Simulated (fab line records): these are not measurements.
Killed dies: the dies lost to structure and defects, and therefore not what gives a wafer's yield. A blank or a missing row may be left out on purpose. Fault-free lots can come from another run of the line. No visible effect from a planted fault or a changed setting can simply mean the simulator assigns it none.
Matching of chambers ; flow n5_finfet ; rie_diel-06 running N5_PMOS_HMC_CHANNEL_EPI_DESCUM_14: 4 sister chambers
The step chemistry O2, time 7.9 s. 7 wafers are shown with their chamber, then 10 later ones without.

WAFERS, EACH WITH ITS CHAMBER
wafer;chamber;drypump_motor_current_A (A);showerhead_plenum_p_Torr (Torr)
L076.2;2;5.5;2.07
L082.1;0;5.9;2.18
L086.1;3;6.0;2.11
L086.4;1;6.7;2.16
L086.5;0;5.9;2.17
L087.1;3;6.0;2.11
L087.5;1;6.8;2.16

WAFERS WHOSE CHAMBER IS MISSING
wafer;drypump_motor_current_A (A);showerhead_plenum_p_Torr (Torr)
L087.6;5.9;2.11
L090.1;6.0;2.11
L090.4;6.0;2.17
L090.6;6.0;2.11
L091.1;5.9;2.17
L091.2;6.0;2.11
L091.4;6.0;2.11
L097.1;6.0;2.10
L097.4;6.8;2.15
L097.6;5.4;2.06

EACH ONE'S CHAMBER
wafer;from the rows above;in truth
L087.6;3;3
L090.1;3;3
L090.4;0;0
L090.6;3;3
L091.1;0;0
L091.2;3;3
L091.4;3;3
L097.1;3;3
L097.4;1;1
L097.6;2;2
Placed correctly: 10 of 10. Left unplaced by these rows: 0. Wrongly placed: 0.
How it was worked out, from the rows above alone: a wafer's distance from a chamber is the root of the sum, over the readings, of the square of ((its reading less the chamber's mean) divided by the reading's scatter). The wafer belongs to the nearest chamber; if the next one is less than 2 further off, it can't be placed. Each chamber's mean is taken over the wafers shown for it. The scatter is the square root of a quotient: the sum, over the shown wafers, of each reading's squared deviation from its chamber's mean, divided by wafers minus chambers.
